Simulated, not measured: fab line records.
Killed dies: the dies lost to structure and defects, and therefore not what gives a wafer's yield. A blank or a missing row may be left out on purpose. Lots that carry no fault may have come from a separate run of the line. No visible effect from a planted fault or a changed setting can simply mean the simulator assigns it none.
Matching of chambers -- flow nand-harc -- NHARC_A_STAIRCASE_DEP_417 on pecvd-03: 3 sister chambers
The step deposits Si3N4, target thk 60 nm. 20 wafers are shown with their chamber, then 10 later ones without.

## EACH WAFER AND ITS CHAMBER
wafer,chamber,heater-power-w (W)
L075.1,2,739
L075.2,0,832
L075.3,1,810
L077.2,1,824
L077.5,0,756
L077.6,1,813
L076.1,0,731
L076.2,1,746
L076.3,2,825
L076.4,2,856
L076.5,1,760
L076.6,0,749
L078.1,0,776
L078.3,2,759
L078.5,0,772
L081.2,0,845
L081.3,2,828
L081.6,0,863
L089.1,0,748
L089.4,0,744

SIGNATURES, as means of the wafers listed above
reading,chamber 0,chamber 1,chamber 2,scatter within a chamber
heater-power-w,781.60,790.60,801.40,45.4
Rule: a wafer's distance from a chamber is the root of the sum, over the readings, of the square of ((its reading less the chamber's mean) divided by the reading's scatter). If the next closest chamber is less than 2 further off than the closest, the wafer can't be placed; otherwise it belongs to the closest. The scatter is the square root of a quotient: the sum, over the shown wafers, of each reading's squared deviation from its chamber's mean, divided by wafers minus chambers.

## WAFERS WITHOUT THEIR CHAMBER
wafer,heater-power-w (W)
L089.6,780
L091.1,834
L091.4,727
L091.6,838
L092.4,769
L092.5,833
L092.6,815
L096.2,713
L096.4,772
L096.6,779

## THE CHAMBER EACH PASSED THROUGH
wafer,from the rows above,in truth
L089.6,can't be placed: 0 or 1 or 2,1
L091.1,can't be placed: 2 or 1 or 0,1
L091.4,can't be placed: 0 or 1 or 2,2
L091.6,can't be placed: 2 or 1 or 0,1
L092.4,can't be placed: 0 or 1 or 2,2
L092.5,can't be placed: 2 or 1 or 0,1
L092.6,can't be placed: 2 or 1 or 0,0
L096.2,can't be placed: 0 or 1 or 2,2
L096.4,can't be placed: 0 or 1 or 2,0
L096.6,can't be placed: 0 or 1 or 2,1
0 of 10 placed correctly. Unplaceable from these rows: 10, with the true chamber sitting among the candidates in 10. Placed wrongly: 0.
